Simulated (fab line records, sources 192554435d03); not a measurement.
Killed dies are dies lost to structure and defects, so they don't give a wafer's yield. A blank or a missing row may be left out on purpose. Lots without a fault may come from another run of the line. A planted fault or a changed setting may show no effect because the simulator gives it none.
One fault seen from 2 desks | flow n5_finfet | each desk has only its own numbers; what lay behind them comes last

THE TOOL OWNER'S DESK: litho_track-01
The tool's own readings at N5_BEOL_M15_PEB_26 (peb time 90 s): means of the sampled wafers that have a number, for each lot that ran on this tool. A lot is out of limits, marked OUT, if its mean lies more than 4 standard deviations from the usual mean; the brackets give that distance.
Columns: A = heater_power_total_W at N5_BEOL_M15_PEB_26, usual 172.4 W; B = plate_temp_C at N5_BEOL_M15_PEB_26, usual 129.99 C
lot  | first seen here | A               | B
L466 | day 13 04:58    | 171.7           | 130.06
L469 | day 14 00:20    | 172.1           | 129.82
L478 | day 15 10:47    | 180.7 (+11) OUT | 134.85 (+37) OUT
L479 | day 16 09:41    | 181.1 (+11) OUT | 134.82 (+37) OUT
This desk's finding: out of limits on L478, L479; first on L478, day 15 10:47 (heater_power_total_W at N5_BEOL_M15_PEB_26). In limits: L466, L469.

THE METROLOGY DESK
What the gauges read, lot by lot, whatever tool the lot ran on: means of the sampled wafers that have a number. A lot is out of limits, marked OUT, if its mean lies more than 4 standard deviations from the usual mean; the brackets give that distance.
Columns: A = M15_ILD_THK at N5_BEOL_M15_THK_MEAS_01, usual 1635 nm; B = cd_nm at N5_BEOL_M15_CD_MEAS_17, usual 360.4 nm; C = cd_nm at N5_BEOL_M15_CD_MEAS_28, usual 406.4 nm; D = M15_OVL at N5_BEOL_M15_OVL_MEAS_29, usual -5 nm
lot  | first seen here | A    | B     | C                | D
L466 | day 13 02:55    | 1648 | 361.4 | 406.3            | -8
L467 | day 13 06:52    | 1639 | 362.3 | 407.1            | -2
L468 | day 13 09:28    | 1650 | 360.5 | 406.0            | -6
L471 | day 13 10:11    | 1638 | 361.2 | 405.9            | -9
L469 | day 13 22:40    | 1660 | 360.7 | 408.3            | -8
L470 | day 14 16:31    | 1638 | 363.0 | 406.2            | -1
L478 | day 15 08:34    | 1604 | 360.3 | 423.1 (+9.3) OUT | -2
L479 | day 16 08:03    | 1635 | 361.2 | 424.9 (+10) OUT  | -5
L483 | day 17 00:58    | 1638 | 362.1 | 406.1            | -2
L484 | day 17 01:01    | 1633 | 361.9 | 407.0            | -5
L485 | day 17 04:03    | 1622 | 361.7 | 405.4            | -6
L487 | day 17 16:49    | 1656 | 360.9 | 408.2            | -13
L488 | day 18 03:39    | 1611 | 359.1 | 405.7            | -1
This desk's finding: out of limits on L478, L479; first on L478, day 15 10:54 (cd_nm at N5_BEOL_M15_CD_MEAS_28). In limits: L466, L467, L468, L471, L469, L470, L483, L484, L485, L487, L488.

PUT TOGETHER
The tool owner's desk could have raised an alarm at day 15 10:47, on L478, L479.
The metrology desk could have raised an alarm at day 15 10:54, on L478, L479.
Of the lots named, all ran N5_BEOL_M15_PEB_26 on litho_track-01.

WHAT THE SIMULATOR HAD PUT IN
Process parameter drift: litho_track-01, from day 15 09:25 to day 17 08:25, at N5_BEOL_M15_PEB_26. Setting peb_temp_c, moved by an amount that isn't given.
Lots struck among those shown: L478, L479.
Hours from the fault's start to each desk's first reading out of limits: the tool owner's desk, 1; the metrology desk, 1.
